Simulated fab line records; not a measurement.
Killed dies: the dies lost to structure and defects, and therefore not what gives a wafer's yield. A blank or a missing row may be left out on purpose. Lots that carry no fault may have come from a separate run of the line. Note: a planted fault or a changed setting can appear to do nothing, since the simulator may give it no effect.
Matching of chambers -- flow nand-harc -- NHARC_A_BLC_ALD_23 on ald-metal-01: 4 sister chambers
The step deposits TiN, target thk 3 nm, pulse time 1 s, ald cycles 150. 4 wafers are shown with their chamber, then 12 later ones without.

== WAFERS PAIRED WITH THEIR CHAMBERS ==
wafer,chamber,heater-power-w (W)
L089.2,2,1202
L090.3,3,1039
L090.5,1,1087
L090.6,0,1320

== WAFERS WITH NO CHAMBER GIVEN ==
wafer,heater-power-w (W)
L093.4,1329
L093.5,1349
L093.6,1071
L094.3,1026
L094.5,1042
L094.6,1222
L096.1,1040
L096.2,1117
L096.6,1013
L095.1,1203
L095.2,1206
L095.6,1098

== WHICH CHAMBER EACH ONE RAN IN ==
wafer,from the rows above,in truth
L093.4,0,0
L093.5,0,0
L093.6,can't be placed: 1 or 3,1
L094.3,3,3
L094.5,3,3
L094.6,2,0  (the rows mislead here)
L096.1,3,3
L096.2,1,1
L096.6,3,3
L095.1,2,2
L095.2,2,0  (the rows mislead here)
L095.6,1,1
Correctly placed: 9 of 12. Cannot be placed on the basis of these rows: 1; the candidates contain the true chamber in 1. Number placed wrongly: 2.
How it was worked out, from the rows above alone: a wafer's distance from a chamber is the root of the sum, over the readings, of the square of ((its reading less the chamber's mean) divided by the reading's scatter). If the next closest chamber is less than 2 further off than the closest, the wafer can't be placed; otherwise it belongs to the closest. Each chamber's mean is taken over the wafers shown for it. The scatter: root of mean squared gap, hidden wafer to nearest shown wafer, with one shown wafer a chamber.
